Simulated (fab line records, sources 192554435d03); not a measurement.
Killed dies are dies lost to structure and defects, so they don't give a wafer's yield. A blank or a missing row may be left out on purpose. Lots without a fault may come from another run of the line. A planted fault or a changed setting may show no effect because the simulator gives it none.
Split-lot experiment | flow n5_finfet | 7 lots, 21 wafers read, on a route of 1938 steps

THE SPLIT
At N5_BEOL_M11_HM_DEP_02 (deposits TiN, target thk 20 nm), the setting target_thk_a was moved away from the recipe's 200 angstrom on 5 of the 21 wafers read, by -4.7% to +11.8%. The other wafers ran this setting at the recipe's value.

FROM THE SPLIT TO THE READING: what the file shows between them, 4 steps
- N5_BEOL_M11_COAT_59: time 60 s, resist thk 100 nm
- N5_BEOL_M11_COAT_60: time 60 s, resist thk 30 nm
- N5_BEOL_M11_STRIP_68: strips in N2/H2
- N5_BEOL_M11_STRIP_67: strips in CF4

THE READING
etch.depth_nm (the simulator's own value, which no gauge read), in nm, at N5_BEOL_M11_HM_OPEN_17 (chemistry Cl2/BCl3, target TiN, target depth 20 nm, overetch 6 nm). The file gives no usual value for it. The 16 wafers here that ran the recipe average 20.14 nm, standard deviation 0.19 nm.

wafer  | tool, chamber at the split | target_thk_a as run, angstrom | against the recipe | etch.depth_nm, nm | against lot-mates on the recipe
L075.2 | pvd_sputter-01, -          | 223.6                         | +11.8%             | 22.01             | +2.00
L075.4 | pvd_sputter-01, -          | 223.6                         | +11.8%             | 22.45             | +2.44
L075.6 | pvd_sputter-01, -          | 200                           | recipe             | 20.01             | -
L076.2 | pvd_sputter-01, -          | 200                           | recipe             | 20.33             | -
L076.4 | pvd_sputter-01, -          | 200                           | recipe             | 20.14             | -
L076.6 | pvd_sputter-01, -          | 200                           | recipe             | 20.56             | -
L079.1 | pvd_sputter-02, -          | 200                           | recipe             | 20.24             | -
L079.4 | pvd_sputter-02, -          | 200                           | recipe             | 20.19             | -
L079.6 | pvd_sputter-02, -          | 200                           | recipe             | 20.18             | -
L083.2 | pvd_sputter-03, -          | 200                           | recipe             | 20.18             | -
L083.4 | pvd_sputter-03, -          | 200                           | recipe             | 20.13             | -
L083.5 | pvd_sputter-03, -          | 209.2                         | +4.6%              | 21.22             | +1.06
L087.1 | pvd_sputter-02, -          | 200                           | recipe             | 20.33             | -
L087.5 | pvd_sputter-02, -          | 190.5                         | -4.7%              | 18.87             | -1.33
L087.6 | pvd_sputter-02, -          | 200                           | recipe             | 20.08             | -
L092.1 | pvd_sputter-03, -          | 215.5                         | +7.7%              | 21.78             | +1.90
L092.5 | pvd_sputter-03, -          | 200                           | recipe             | 19.65             | -
L092.6 | pvd_sputter-03, -          | 200                           | recipe             | 20.11             | -
L096.2 | pvd_sputter-01, -          | 200                           | recipe             | 20.03             | -
L096.3 | pvd_sputter-01, -          | 200                           | recipe             | 20.16             | -
L096.4 | pvd_sputter-01, -          | 200                           | recipe             | 19.95             | -

THE FIT
A straight line over all 21 wafers: etch.depth_nm changes by +0.192 nm for each +1% of target_thk_a; r = +0.97; the points scatter about the line by 0.22 nm.
The same after taking each lot's own level away (the mean of its wafers on the recipe; 21 wafers): +0.206 nm for each +1%; r = +0.98; scatter 0.19 nm.
On that fit, the largest move of target_thk_a shifts the reading by 2.4 nm.
The lots' own levels span 19.880 to 20.343 nm, that is 2.4 times the standard deviation above.
So the lot-to-lot level changes the slope little: the two slopes agree.
Check: with one of the wafers moved furthest among these (+11.8%) left out of the fit, the line predicts +2.66 nm for it against its lot-mates. It came out at +2 nm against them.

OTHER SPLITS ON THESE WAFERS
These wafers also went through other splits before the reading. Each is held against what the fit with the lots' levels taken away leaves over:
other split on the same wafers   | wafers away from the commonest value | r with etch.depth_nm (lot level and that fit taken away)
N5_BEOL_M9_ETCH_66 time_s        | 9                                    | +0.08
N5_BEOL_M9_TRENCH_ETCH_37 bias_w | 6                                    | +0.25
N5_BEOL_M10_PECVD_70 temp_c      | 4                                    | +0.20
N5_BEOL_M10_COAT_60 spin_rpm     | 8                                    | -0.21
N5_BEOL_M11_PECVD_70 time_s      | 7                                    | -0.18

THE WHOLE CHAIN: every reading that the file lists as answering this split, in the file's order
step                   | what it does                                                      | reading                                                                           | change (the file's fit)               | r (the file's)
N5_BEOL_M11_HM_DEP_02  | deposits TiN, target thk 20 nm                                    | TiN_of_BEOL_M11_HM_DEP_02.thk_nm (the simulator's own value, which no gauge read) | +0.214 nm for each +1% of the setting | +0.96
N5_BEOL_M11_HM_OPEN_17 | chemistry Cl2/BCl3, target TiN, target depth 20 nm, overetch 6 nm | etch.depth_nm (the simulator's own value, which no gauge read)                    | +0.215 nm for each +1% of the setting | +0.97

THE FILE'S OWN FIT
etch.depth_nm changes by +0.215 nm for each +1% of target_thk_a, r = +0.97.
